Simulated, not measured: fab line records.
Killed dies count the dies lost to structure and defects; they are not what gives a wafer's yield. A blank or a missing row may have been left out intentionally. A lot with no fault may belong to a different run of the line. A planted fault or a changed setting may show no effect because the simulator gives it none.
fab line records ; flow n5_finfet
record lots=7; wafers=39
route steps=1938 shown FIN_SAQP@102 DUMMY_GATE@237 HKMG_FIN@402 GATE_CUT@493 MOL_CONTACT_COAG@562
start_h: hours from the record's opening day to when the first of the lot's shown wafers began ; wait_h: hours from the lot's prior step to this one ; " unchanged from the row above ; L1.1+2: a single row standing in for several wafers ; - no value, or no start given ; * or withheld: withheld ; < > ~ a bound
route shown NAME@n: NAME is a module with steps in the file, n the number in the route of the first one ; usual: mean/standard deviation taken from wafers without a fault ; same: alike in all rows ; chamber/n: place in a boat ; sites: readings site by site ; _std_site: their standard deviation ; _edge_site: mean of outer sites minus mean of inner sites ; radius_mm: how far each site lies from the wafer's centre ; mask NAME#n: copy n ; behind: the tool/chamber that last shaped the wafer ; hold: why the lot went on hold/how many hours it stayed there/how the hold came to an end ; device: the n, p or np transistor that did not switch ; end of line: tests run on the same wafers once the route is complete ; step lacking rows: just its recipe ; killed: dies lost to structure and defects at the first sort, not the wafer's yield ; map: the dies of a wafer, with x for killed, . for not killed, _ for no die there
set.NAME: the setting as run; set.NAME@STEP: as run at that earlier step ; model.NAME: the simulator's own value behind a step, which no gauge read
lots with deliberately changed settings; one table per step, one row per wafer
## steps
# step N5_FIN_SAQP_HM_DEP_72
# recipe material=SiO2; target_thk_a=120; temp_c=400; precursor=SiH4/N2O; pressure_torr=0.75; rf_w=275; time_s=7.2
lot.wafer;tool;chamber;start_h;wait_h;set.target_thk_a;model.SiO2_of_FIN_SAQP_HM_DEP_72.thk_nm
L080.1;pecvd-03;1;56.93;0.0;136.1;13.23
L080.2;pecvd-03;0;56.93;0.0;120;11.73
L080.3;pecvd-03;2;56.93;0.0;120;11.95
L080.4;pecvd-03;1;56.93;0.0;136.1;13.52
L080.5;pecvd-03;2;56.93;0.0;120;12.01
L080.6;pecvd-03;0;56.93;0.0;136.1;13.55
L081.1;pecvd-01;1;63.18;0.0;107.9;10.78
L081.2;pecvd-01;0;63.18;0.0;120;12.04
L081.3;pecvd-01;2;63.18;0.0;120;11.94
L081.4;pecvd-01;1;63.18;0.0;120;12.02
L081.5;pecvd-01;0;63.18;0.0;107.9;10.93
L081.6;pecvd-01;2;63.18;0.0;107.9;11.07
L083.1;pecvd-04;0;75.34;0.0;109;10.94
L083.2;pecvd-04;1;75.34;0.0;109;10.84
L083.3;pecvd-04;2;75.34;0.0;120;11.89
L083.4;pecvd-04;1;75.34;0.0;120;12.12
L083.5;pecvd-04;0;75.34;0.0;120;12.36
L083.6;pecvd-04;2;75.34;0.0;109;11.05
L084.1;pecvd-04;2;81.80;0.0;120;11.78
L084.2;pecvd-04;0;81.80;0.0;127.4;12.82
L084.3;pecvd-04;1;81.80;0.0;127.4;12.7
L084.4;pecvd-04;1;81.80;0.0;120;11.99
L084.5;pecvd-04;2;81.80;0.0;120;11.97
L084.6;pecvd-04;0;81.80;0.0;127.4;13.01
L088.3;pecvd-01;2;105.11;0.1;120;12.25
L088.4;pecvd-01;1;105.11;0.1;120;12.23
L088.5;pecvd-01;2;105.11;0.1;120;12.29
L093.1;pecvd-04;0;137.42;0.0;106.3;10.31
L093.2;pecvd-04;2;137.42;0.0;120;11.73
L093.3;pecvd-04;1;137.42;0.0;120;11.78
L093.4;pecvd-04;1;137.42;0.0;106.3;10.56
L093.5;pecvd-04;2;137.42;0.0;106.3;10.47
L093.6;pecvd-04;0;137.42;0.0;120;11.89
L096.1;pecvd-04;2;153.83;0.0;120;11.85
L096.2;pecvd-04;0;153.83;0.0;105.3;10.4
L096.3;pecvd-04;1;153.83;0.0;105.3;10.48
L096.4;pecvd-04;0;153.83;0.0;120;11.97
L096.5;pecvd-04;2;153.83;0.0;120;12.14
L096.6;pecvd-04;1;153.83;0.0;105.3;10.69
# step N5_FIN_SAQP_COAT_49
# recipe resist=SOC; temp_c=250; time_s=60; spin_rpm=1500; resist_thk_nm=100
# step N5_FIN_SAQP_COAT_50
# recipe resist=SiARC; temp_c=220; time_s=60; spin_rpm=1500; resist_thk_nm=35
# step N5_FIN_SAQP_ETCH_52
# recipe chemistry=N2/H2; target=SOC; target_depth_a=1000; overetch_a=200; mask_material=SiARC; temp_c=40; time_s=150; ion_energy_ev=200; pressure_mtorr=30; source_w=840; bias_w=150; n2_flow_sccm=200; h2_flow_sccm=200; ends=end_point
# step N5_FIN_SAQP_STRIP_53
# recipe chemistry=N2/H2; temp_c=40; n2_flow_sccm=200; h2_flow_sccm=200; rf_frequency_hz=6e+07
# step N5_FIN_SAQP_HM_OPEN_73
# recipe chemistry=CHF3/O2; target=SiO2; stop_on=a-Si; target_depth_a=120; over_etch_frac=1.8; mask_material=SOC; time_s=16.8; pressure_mtorr=30; source_w=650; bias_w=170; Ar_flow_sccm=200; CHF3_flow_sccm=50; O2_flow_sccm=5; ion_energy_ev=200; ends=end_point
lot.wafer;tool;chamber;start_h;wait_h;set.target_thk_a@FIN_SAQP_HM_DEP_72;model.etch.depth_nm
L080.1;rie_diel-01;3;57.79;0.0;136.1;13.23
L080.2;rie_diel-01;0;57.79;0.0;120;11.73
L080.3;rie_diel-01;2;57.79;0.0;120;11.95
L080.4;rie_diel-01;1;57.79;0.0;136.1;13.52
L080.5;rie_diel-01;3;57.79;0.0;120;12.01
L080.6;rie_diel-01;0;57.79;0.0;136.1;13.55
L081.1;rie_diel-03;0;63.93;0.0;107.9;10.78
L081.2;rie_diel-03;2;63.93;0.0;120;12.04
L081.3;rie_diel-03;1;63.93;0.0;120;11.94
L081.4;rie_diel-03;1;63.93;0.0;120;12.02
L081.5;rie_diel-03;2;63.93;0.0;107.9;10.93
L081.6;rie_diel-03;0;63.93;0.0;107.9;11.07
L083.1;rie_diel-03;2;76.08;0.0;109;10.94
L083.2;rie_diel-03;0;76.08;0.0;109;10.84
L083.3;rie_diel-03;1;76.08;0.0;120;11.89
L083.4;rie_diel-03;2;76.08;0.0;120;12.12
L083.5;rie_diel-03;0;76.08;0.0;120;12.36
L083.6;rie_diel-03;1;76.08;0.0;109;11.05
L084.1;rie_diel-05;3;82.55;0.0;120;11.78
L084.2;rie_diel-05;2;82.55;0.0;127.4;12.82
L084.3;rie_diel-05;1;82.55;0.0;127.4;12.7
L084.4;rie_diel-05;0;82.55;0.0;120;11.99
L084.5;rie_diel-05;1;82.55;0.0;120;11.97
L084.6;rie_diel-05;2;82.55;0.0;127.4;13.01
L088.3;rie_diel-05;1;105.87;0.0;120;12.25
L088.4;rie_diel-05;0;105.87;0.0;120;12.23
L088.5;rie_diel-05;1;105.87;0.0;120;12.29
L093.1;rie_diel-01;2;138.27;0.0;106.3;10.31
L093.2;rie_diel-01;0;138.27;0.0;120;11.73
L093.3;rie_diel-01;1;138.27;0.0;120;11.78
L093.4;rie_diel-01;0;138.27;0.0;106.3;10.56
L093.5;rie_diel-01;1;138.27;0.0;106.3;10.47
L093.6;rie_diel-01;2;138.27;0.0;120;11.89
L096.1;rie_diel-01;2;156.04;0.0;120;11.85
L096.2;rie_diel-01;3;156.04;0.0;105.3;10.4
L096.3;rie_diel-01;1;156.04;0.0;105.3;10.48
L096.4;rie_diel-01;0;156.04;0.0;120;11.97
L096.5;rie_diel-01;1;156.04;0.0;120;12.14
L096.6;rie_diel-01;0;156.04;0.0;105.3;10.69
# step N5_DUMMY_GATE_ETCH_37
# recipe chemistry=N2/H2; target=SOC; target_depth_a=600; overetch_a=300; temp_c=40; ion_energy_ev=200; pressure_mtorr=30; source_w=840; bias_w=150; n2_flow_sccm=200; h2_flow_sccm=200
# usual rf_vpp_V=524.7/1.8
lot.wafer;tool;chamber;start_h;wait_h;set.source_w;rf_vpp_V
L080.1;rie_diel-04;0;85.38;0.0;883.8;516.2
L080.2;rie_diel-04;3;85.38;0.0;883.8;516.9
L080.3;rie_diel-04;2;85.38;0.0;840;521.9
L080.4;rie_diel-04;1;85.38;0.0;883.8;517.4
L080.5;rie_diel-04;1;85.38;0.0;840;527.6
L080.6;rie_diel-04;0;85.38;0.0;840;524.7
L081.1;rie_diel-04;1;91.05;0.0;993.4;497.4
L081.2;rie_diel-04;2;91.05;0.0;840;523.1
L081.3;rie_diel-04;0;91.05;0.0;993.4;497.1
L081.4;rie_diel-04;3;91.05;0.0;993.4;497.3
L081.5;rie_diel-04;1;91.05;0.0;840;527.0
L081.6;rie_diel-04;2;91.05;0.0;840;523.8
L083.1;rie_diel-04;0;101.62;0.0;840;525.3
L083.2;rie_diel-04;2;101.62;0.0;840;522.8
L083.3;rie_diel-04;1;101.62;0.0;840;525.3
L083.4;rie_diel-04;3;101.62;0.0;840;524.3
L083.5;rie_diel-04;0;101.62;0.0;840;526.0
L083.6;rie_diel-04;3;101.62;0.0;840;524.5
L084.1;rie_diel-04;0;107.63;0.0;840;524.1
L084.2;rie_diel-04;2;107.63;0.0;938.5;503.3
L084.3;rie_diel-04;3;107.63;0.0;938.5;506.0
L084.4;rie_diel-04;1;107.63;0.0;840;526.5
L084.5;rie_diel-04;2;107.63;0.0;938.5;503.8
L084.6;rie_diel-04;1;107.63;0.0;840;527.9
L088.3;rie_diel-06;1;129.50;0.0;840;526.6
L088.4;rie_diel-06;3;129.50;0.0;840;522.2
L088.5;rie_diel-06;2;129.50;0.0;840;523.2
L093.1;rie_diel-02;2;165.67;0.0;840;524.8
L093.2;rie_diel-02;1;165.67;0.0;883;515.8
L093.3;rie_diel-02;0;165.67;0.0;840;524.5
L093.4;rie_diel-02;3;165.67;0.0;883;518.2
L093.5;rie_diel-02;2;165.67;0.0;840;525.8
L093.6;rie_diel-02;3;165.67;0.0;883;517.0
L096.1;rie_diel-06;2;181.36;0.0;993;495.7
L096.2;rie_diel-06;1;181.36;0.0;993;498.3
L096.3;rie_diel-06;0;181.36;0.0;840;522.1
L096.4;rie_diel-06;3;181.36;0.0;993;495.1
L096.5;rie_diel-06;3;181.36;0.0;840;521.5
L096.6;rie_diel-06;0;181.36;0.0;840;522.4
# step N5_DUMMY_GATE_ETCH_32
# recipe chemistry=CF4; target=SiO2; target_depth_a=35; time_s=3.9; ion_energy_ev=350; pressure_mtorr=10; icp_w=800; bias_w=400; cf4_flow_sccm=80
lot.wafer;tool;chamber;start_h;wait_h;set.time_s;model.etch.depth_nm
L080.1;rie_si-03;0;85.90;0.1;3.9;3.561
L080.2;rie_si-03;1;85.90;0.1;4.333;3.865
L080.3;rie_si-03;2;85.90;0.1;3.9;3.649
L080.4;rie_si-03;3;85.90;0.1;4.333;4.076
L080.5;rie_si-03;0;85.90;0.1;4.333;3.988
L080.6;rie_si-03;1;85.90;0.1;3.9;3.517
L081.1;rie_si-04;3;91.72;0.1;3.9;3.445
L081.2;rie_si-04;0;91.72;0.1;3.9;3.553
L081.3;rie_si-04;1;91.72;0.1;3.9;3.495
L081.4;rie_si-04;2;91.72;0.1;3.9;3.618
L081.5;rie_si-04;3;91.72;0.1;3.9;3.447
L081.6;rie_si-04;0;91.72;0.1;3.9;3.53
L083.1;rie_si-02;2;102.23;0.1;3.9;3.334
L083.2;rie_si-02;1;102.23;0.1;4.583;3.955
L083.3;rie_si-02;0;102.23;0.1;3.9;3.536
L083.4;rie_si-02;3;102.23;0.1;4.583;4.213
L083.5;rie_si-02;3;102.23;0.1;4.583;4.234
L083.6;rie_si-02;0;102.23;0.1;3.9;3.503
L084.1;rie_si-02;2;108.16;0.1;4.586;3.98
L084.2;rie_si-02;3;108.16;0.1;3.9;3.635
L084.3;rie_si-02;1;108.16;0.1;4.586;4.001
L084.4;rie_si-02;0;108.16;0.1;3.9;3.536
L084.5;rie_si-02;2;108.16;0.1;3.9;3.375
L084.6;rie_si-02;1;108.16;0.1;4.586;4.036
L088.3;rie_si-04;3;130.37;0.1;3.9;3.461
L088.4;rie_si-04;1;130.37;0.1;3.9;3.534
L088.5;rie_si-04;0;130.37;0.1;3.9;3.562
L093.1;rie_si-02;1;166.19;0.1;3.9;3.404
L093.2;rie_si-02;3;166.19;0.1;3.042;2.777
L093.3;rie_si-02;0;166.19;0.1;3.042;2.735
L093.4;rie_si-02;2;166.19;0.1;3.9;3.379
L093.5;rie_si-02;1;166.19;0.1;3.042;2.625
L093.6;rie_si-02;2;166.19;0.1;3.9;3.383
L096.1;rie_si-03;3;181.88;0.1;4.539;4.217
L096.2;rie_si-03;2;181.88;0.1;3.9;3.653
L096.3;rie_si-03;1;181.88;0.1;3.9;3.495
L096.4;rie_si-03;0;181.88;0.1;3.9;3.568
L096.5;rie_si-03;2;181.88;0.1;4.539;4.227
L096.6;rie_si-03;1;181.88;0.1;4.539;4.068
# step N5_HKMG_FIN_ETCH_54
# recipe chemistry=CF4; target=SiARC; target_depth_a=455; mask_material=CAR-ArF; time_s=75.8; ion_energy_ev=80; pressure_mtorr=40; source_w=545; bias_w=36; Ar_flow_sccm=100; cf4_flow_sccm=100; ends=cleared
# usual etch_rf_on_time_s=76.3/1.7; rf_vpp_V=184.4/1.3
lot.wafer;tool;chamber;start_h;wait_h;set.source_w;etch_rf_on_time_s;rf_vpp_V
L080.1;rie_diel-05;0;110.18;0.0;545;74.3;183.4
L080.2;rie_diel-05;3;110.18;0.0;596.5;67.9;177.2
L080.3;rie_diel-05;1;110.18;0.0;596.5;73.1;178.4
L080.4;rie_diel-05;2;110.18;0.0;545;76.5;186.3
L080.5;rie_diel-05;0;110.18;0.0;545;74.4;184.9
L080.6;rie_diel-05;1;110.18;0.0;596.5;73.1;178.4
L081.1;rie_diel-03;2;116.17;0.0;545;74.8;183.5
L081.2;rie_diel-03;0;116.17;0.0;545;76.3;185.1
L081.3;rie_diel-03;1;116.17;0.0;545;76.6;183.7
L081.4;rie_diel-03;2;116.17;0.0;545;76.4;182.6
L081.5;rie_diel-03;1;116.17;0.0;545;76.6;183.2
L081.6;rie_diel-03;0;116.17;0.0;545;76.8;184.4
L083.1;rie_diel-01;0;126.16;0.0;484.9;86.1;194.1
L083.2;rie_diel-01;3;126.16;0.0;484.9;86.4;189.4
L083.3;rie_diel-01;2;126.16;0.0;484.9;84.7;191.1
L083.4;rie_diel-01;1;126.16;0.0;545;73.5;184.4
L083.5;rie_diel-01;3;126.16;0.0;545;77.8;182.8
L083.6;rie_diel-01;0;126.16;0.0;545;78.3;186.6
L084.1;rie_diel-05;2;133.16;0.0;572.5;72.6;180.4
L084.2;rie_diel-05;1;133.16;0.0;572.5;75.4;181.9
L084.3;rie_diel-05;0;133.16;0.0;572.5;70.5;178.9
L084.4;rie_diel-05;3;133.16;0.0;545;74.4;185.4
L084.5;rie_diel-05;3;133.16;0.0;545;74.2;182.9
L084.6;rie_diel-05;2;133.16;0.0;545;76.1;182.8
L088.3;rie_diel-01;1;156.37;0.0;545;74.0;183.6
L088.4;rie_diel-01;0;156.37;0.0;545;78.1;184.1
L088.5;rie_diel-01;1;156.37;0.0;545;74.2;185.5
L093.1;rie_diel-03;0;193.41;0.0;645.2;66.0;175.6
L093.2;rie_diel-03;3;193.41;0.0;645.2;67.1;173.3
L093.3;rie_diel-03;2;193.41;0.0;545;74.6;184.2
L093.4;rie_diel-03;2;193.41;0.0;645.2;64.3;173.4
L093.5;rie_diel-03;0;193.41;0.0;545;76.6;184.0
L093.6;rie_diel-03;3;193.41;0.0;545;78.2;183.9
L096.1;rie_diel-03;3;206.61;0.0;545;78.4;182.7
L096.2;rie_diel-03;2;206.61;0.0;645.1;64.2;173.2
L096.3;rie_diel-03;0;206.61;0.0;645.1;66.9;174.5
L096.4;rie_diel-03;0;206.61;0.0;545;77.5;185.6
L096.5;rie_diel-03;2;206.61;0.0;645.1;65.1;172.8
L096.6;rie_diel-03;3;206.61;0.0;545;78.3;184.1
# step N5_GATE_CUT_ETCH_37
# recipe chemistry=N2/H2; target=SOC; target_depth_a=600; overetch_a=120; mask_material=SiARC; temp_c=40; time_s=90; ion_energy_ev=200; pressure_mtorr=30; source_w=840; bias_w=150; n2_flow_sccm=200; h2_flow_sccm=200
# usual rf_vpp_V=524.5/1.8
lot.wafer;tool;chamber;start_h;wait_h;set.bias_w;rf_vpp_V;model.SiARC_of_GATE_CUT_COAT_35.thk_nm
L080.1;rie_diel-04;3;122.15;0.0;150;525.3;6.2
L080.2;rie_diel-04;2;122.15;0.0;150;522.5;5.8
L080.3;rie_diel-04;0;122.15;0.0;150;524.1;6
L080.4;rie_diel-04;1;122.15;0.0;150;527.3;6
L080.5;rie_diel-04;3;122.15;0.0;150;524.2;6.2
L080.6;rie_diel-04;2;122.15;0.0;150;522.5;5.8
L081.1;rie_diel-04;0;128.15;0.0;126.6;469.4;6.8
L081.2;rie_diel-04;3;128.15;0.0;150;524.5;6
L081.3;rie_diel-04;1;128.15;0.0;126.6;472.6;6.8
L081.4;rie_diel-04;2;128.15;0.0;150;521.6;5.8
L081.5;rie_diel-04;0;128.15;0.0;150;524.9;6
L081.6;rie_diel-04;1;128.15;0.0;126.6;473.7;6.8
L083.1;rie_diel-04;0;138.09;0.0;171.2;570.7;5.4
L083.2;rie_diel-04;2;138.09;0.0;150;521.6;5.8
L083.3;rie_diel-04;1;138.09;0.0;150;526.2;6
L083.4;rie_diel-04;1;138.09;0.0;150;526.3;6
L083.5;rie_diel-04;2;138.09;0.0;171.2;568.7;5
L083.6;rie_diel-04;0;138.09;0.0;171.2;569.8;5.2
L084.1;rie_diel-04;1;144.94;0.0;150;526.7;6
L084.2;rie_diel-04;2;144.94;0.0;150;521.5;5.8
L084.3;rie_diel-04;0;144.94;0.0;126.4;470.8;6.8
L084.4;rie_diel-04;0;144.94;0.0;126.4;470.6;6.8
L084.5;rie_diel-04;2;144.94;0.0;150;521.5;5.8
L084.6;rie_diel-04;1;144.94;0.0;126.4;473.6;6.8
L088.3;rie_diel-02;2;170.01;0.0;150;524.5;6
L088.4;rie_diel-02;0;170.01;0.0;150;522.2;6.2
L088.5;rie_diel-02;0;170.01;0.0;150;524.6;6.2
L093.1;rie_diel-04;1;204.97;0.0;150;527.9;6
L093.2;rie_diel-04;2;204.97;0.0;150;521.8;5.8
L093.3;rie_diel-04;3;204.97;0.0;125.2;468.2;7
L093.4;rie_diel-04;0;204.97;0.0;125.2;468.9;6.8
L093.5;rie_diel-04;0;204.97;0.0;125.2;467.0;6.8
L093.6;rie_diel-04;1;204.97;0.0;150;527.2;6
L096.1;rie_diel-04;1;218.39;0.0;160.1;548.6;5.6
L096.2;rie_diel-04;2;218.39;0.0;150;520.8;5.8
L096.3;rie_diel-04;3;218.39;0.0;160.1;547.1;5.8
L096.4;rie_diel-04;0;218.39;0.0;150;525.1;6
L096.5;rie_diel-04;0;218.39;0.0;150;523.8;6
L096.6;rie_diel-04;3;218.39;0.0;160.1;546.7;5.8
# step N5_MOL_CONTACT_COAG_ALD_123
# recipe material=SiNx; target_thk_a=50; temp_c=400; ald_precursor_family=SiH2I2; ald_co_reactant=N2/H2-plasma; pulse_time_s=1; purge_time_s=2; co_reactant_purge_time_s=2; ald_cycles=100; pressure_torr=2
lot.wafer;tool;chamber;start_h;wait_h;set.ald_cycles;model.SiNx_of_MOL_CONTACT_COAG_ALD_123.thk_nm
L080.1+5+6;ald_sin-03;1,1,0;134.76;0.0;108;5.4
L080.2+3+4;ald_sin-03;0,3,2;134.76;0.0;100;5
L081.1+4+5;ald_sin-04;3,0,2;143.47;0.2;89;4.4
L081.2+3+6;ald_sin-04;2,1,1;143.47;0.2;100;5
L083.1+4+6;ald_sin-03;1,0,2;149.95;0.0;89;4.4
L083.2+3+5;ald_sin-03;2,3,3;149.95;0.0;100;5
L084.1+3+4;ald_sin-04;3,0,2;156.27;0.0;108;5.4
L084.2+5+6;ald_sin-04;1,2,3;156.27;0.0;100;5
L088.3+4+5;ald_sin-02;0,3,2;189.06;0.5;100;5
L093.1+5+6;ald_sin-03;0,0,1;218.77;0.0;112;5.6
L093.2+3+4;ald_sin-03;1,3,2;218.77;0.0;100;5
L096.1+2+6;ald_sin-03;1,2,3;231.78;0.9;109;5.4
L096.3+4+5;ald_sin-03;3,0,0;231.78;0.9;100;5
# step N5_MOL_CONTACT_COAG_ETCH_67
# recipe chemistry=N2/H2; target=SOC; target_depth_a=600; overetch_a=210; mask_material=SiARC; temp_c=40; time_s=101.2; ion_energy_ev=200; pressure_mtorr=30; source_w=840; bias_w=150; n2_flow_sccm=200; h2_flow_sccm=200
# usual rf_vpp_V=524.4/2.7
lot.wafer;tool;chamber;start_h;wait_h;set.source_w;rf_vpp_V
L080.1;rie_diel-01;2;137.56;0.0;840;524.8
L080.2;rie_diel-01;1;137.56;0.0;840;525.4
L080.3;rie_diel-01;0;137.56;0.0;840;527.1
L080.4;rie_diel-01;0;137.56;0.0;840;527.6
L080.5;rie_diel-01;2;137.56;0.0;840;525.8
L080.6;rie_diel-01;1;137.56;0.0;840;524.5
L081.1;rie_diel-01;0;146.56;0.0;840;525.1
L081.2;rie_diel-01;2;146.56;0.0;840;526.1
L081.3;rie_diel-01;1;146.56;0.0;770.2;541.8
L081.4;rie_diel-01;0;146.56;0.0;840;528.3
L081.5;rie_diel-01;2;146.56;0.0;770.2;539.5
L081.6;rie_diel-01;1;146.56;0.0;770.2;539.9
L083.1;rie_diel-01;3;155.27;0.0;840;527.9
L083.2;rie_diel-01;0;155.27;0.0;840;527.5
L083.3;rie_diel-01;1;155.27;0.0;970.5;499.8
L083.4;rie_diel-01;2;155.27;0.0;840;525.5
L083.5;rie_diel-01;0;155.27;0.0;970.5;504.6
L083.6;rie_diel-01;3;155.27;0.0;970.5;503.3
L084.1;rie_diel-03;0;160.74;0.0;718.2;553.8
L084.2;rie_diel-03;1;160.74;0.0;840;522.0
L084.3;rie_diel-03;2;160.74;0.0;840;523.1
L084.4;rie_diel-03;0;160.74;0.0;718.2;555.0
L084.5;rie_diel-03;1;160.74;0.0;840;523.2
L084.6;rie_diel-03;2;160.74;0.0;718.2;550.1
L088.3;rie_diel-03;2;192.16;0.0;840;523.0
L088.4;rie_diel-03;0;192.16;0.0;840;526.6
L088.5;rie_diel-03;2;192.16;0.0;840;521.5
L093.1;rie_diel-03;0;221.44;0.0;840;524.7
L093.2;rie_diel-03;1;221.44;0.0;840;521.9
L093.3;rie_diel-03;3;221.44;0.0;840;520.5
L093.4;rie_diel-03;3;221.44;0.0;840;519.8
L093.5;rie_diel-03;1;221.44;0.0;840;522.1
L093.6;rie_diel-03;0;221.44;0.0;840;525.3
L096.1;rie_diel-01;3;234.84;0.0;840;528.5
L096.2;rie_diel-01;0;234.84;0.0;840;528.6
L096.3;rie_diel-01;1;234.84;0.0;840;524.7
L096.4;rie_diel-01;2;234.84;0.0;840;524.8
L096.5;rie_diel-01;2;234.84;0.0;840;526.5
L096.6;rie_diel-01;3;234.84;0.0;840;527.2
# step N5_MOL_CONTACT_COAG_STRIP_68
# recipe chemistry=N2/H2; temp_c=40; n2_flow_sccm=200; h2_flow_sccm=200; rf_frequency_hz=6e+07
# step N5_MOL_CONTACT_COAG_STRIP_69
# recipe chemistry=N2/H2; temp_c=40; n2_flow_sccm=200; h2_flow_sccm=200; rf_frequency_hz=6e+07
# step N5_MOL_CONTACT_COAG_STRIP_120
# recipe chemistry=CHF3; resist=SiARC; rf_frequency_hz=6e+07
# step N5_MOL_CONTACT_COAG_VIA_ETCH_117
# recipe chemistry=C4F6/O2; target_depth_a=400; overetch_a=80; mask_material=SOC; target=SiO2; bias_w=455; pressure_mtorr=10; time_s=26; source_w=325; Ar_flow_sccm=300; C4F6_flow_sccm=10; O2_flow_sccm=10; ion_energy_ev=575.3; ends=end_point
# step N5_MOL_CONTACT_COAG_ETCH_124
# recipe chemistry=CH3F/O2; target=SiNx; target_depth_a=65; mask_material=SOC; stop_on=SiOC; over_etch_frac=0.3; ion_energy_ev=120; pressure_mtorr=30; source_w=395; bias_w=73; Ar_flow_sccm=150; CH3F_flow_sccm=30; O2_flow_sccm=20; ends=end_point
lot.wafer;tool;chamber;start_h;wait_h;set.ald_cycles@MOL_CONTACT_COAG_ALD_123;model.etch.depth_nm
L080.1;rie_diel-01;2;137.71;0.0;108;5.414
L080.2;rie_diel-01;1;137.71;0.0;100;5.008
L080.3;rie_diel-01;0;137.71;0.0;100;5.023
L080.4;rie_diel-01;0;137.71;0.0;100;4.996
L080.5;rie_diel-01;2;137.71;0.0;108;5.41
L080.6;rie_diel-01;1;137.71;0.0;108;5.413
L081.1;rie_diel-01;0;146.71;0.0;89;4.433
L081.2;rie_diel-01;2;146.71;0.0;100;4.984
L081.3;rie_diel-01;1;146.71;0.0;100;4.989
L081.4;rie_diel-01;0;146.71;0.0;89;4.477
L081.5;rie_diel-01;2;146.71;0.0;89;4.409
L081.6;rie_diel-01;1;146.71;0.0;100;4.999
L083.1;rie_diel-01;3;155.42;0.0;89;4.466
L083.2;rie_diel-01;0;155.42;0.0;100;4.978
L083.3;rie_diel-01;1;155.42;0.0;100;5.006
L083.4;rie_diel-01;2;155.42;0.0;89;4.432
L083.5;rie_diel-01;0;155.42;0.0;100;4.988
L083.6;rie_diel-01;3;155.42;0.0;89;4.419
L084.1;rie_diel-03;0;160.89;0.0;108;5.423
L084.2;rie_diel-03;1;160.89;0.0;100;4.995
L084.3;rie_diel-03;2;160.89;0.0;108;5.427
L084.4;rie_diel-03;0;160.89;0.0;108;5.351
L084.5;rie_diel-03;1;160.89;0.0;100;4.983
L084.6;rie_diel-03;2;160.89;0.0;100;4.997
L088.3;rie_diel-03;2;192.31;0.0;100;5.01
L088.4;rie_diel-03;0;192.31;0.0;100;5.027
L088.5;rie_diel-03;2;192.31;0.0;100;5.053
L093.1;rie_diel-03;0;221.59;0.0;112;5.571
L093.2;rie_diel-03;1;221.59;0.0;100;4.985
L093.3;rie_diel-03;3;221.59;0.0;100;4.982
L093.4;rie_diel-03;3;221.59;0.0;100;5.006
L093.5;rie_diel-03;1;221.59;0.0;112;5.551
L093.6;rie_diel-03;0;221.59;0.0;112;5.559
L096.1;rie_diel-01;3;235.00;0.0;109;5.448
L096.2;rie_diel-01;0;235.00;0.0;109;5.439
L096.3+4;rie_diel-01;1,2;235.00;0.0;100;4.965
L096.5;rie_diel-01;2;235.00;0.0;100;4.967
L096.6;rie_diel-01;3;235.00;0.0;109;5.423
## key
split step=N5_FIN_SAQP_HM_DEP_72; setting=target_thk_a; stated=120; by=wafer
response step=N5_FIN_SAQP_HM_DEP_72; reading=model.SiO2_of_FIN_SAQP_HM_DEP_72.thk_nm; change=+0.119; per=1%; r=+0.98
response step=N5_FIN_SAQP_HM_OPEN_73; reading=model.etch.depth_nm; change=+0.119; per=1%; r=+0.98
split step=N5_DUMMY_GATE_ETCH_37; setting=source_w; stated=840; by=wafer
response step=N5_DUMMY_GATE_ETCH_37; reading=rf_vpp_V; change=-1.52; per=1%; r=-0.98
split step=N5_DUMMY_GATE_ETCH_32; setting=time_s; stated=3.9; by=wafer
response step=N5_DUMMY_GATE_ETCH_32; reading=model.etch.depth_nm; change=+0.0333; per=1%; r=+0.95
split step=N5_HKMG_FIN_ETCH_54; setting=source_w; stated=545; by=wafer
response step=N5_HKMG_FIN_ETCH_54; reading=etch_rf_on_time_s; change=*; per=1%; r=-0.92
response step=N5_HKMG_FIN_ETCH_54; reading=rf_vpp_V; change=-0.586; per=1%; r=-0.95
split step=N5_GATE_CUT_ETCH_37; setting=bias_w; stated=150; by=wafer
response step=N5_GATE_CUT_ETCH_37; reading=rf_vpp_V; change=+3.34; per=1%; r=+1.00
response step=N5_GATE_CUT_ETCH_37; reading=model.SiARC_of_GATE_CUT_COAT_35.thk_nm; change=-0.0548; per=1%; r=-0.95
split step=N5_MOL_CONTACT_COAG_ALD_123; setting=ald_cycles; stated=100; by=wafer
response step=N5_MOL_CONTACT_COAG_ALD_123; reading=model.SiNx_of_MOL_CONTACT_COAG_ALD_123.thk_nm; change=+0.0511; per=1%; r=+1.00
response step=N5_MOL_CONTACT_COAG_ETCH_124; reading=model.etch.depth_nm; change=+0.0499; per=1%; r=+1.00
split step=N5_MOL_CONTACT_COAG_ETCH_67; setting=source_w; stated=840; by=wafer
response step=N5_MOL_CONTACT_COAG_ETCH_67; reading=rf_vpp_V; change=-1.79; per=1%; r=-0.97
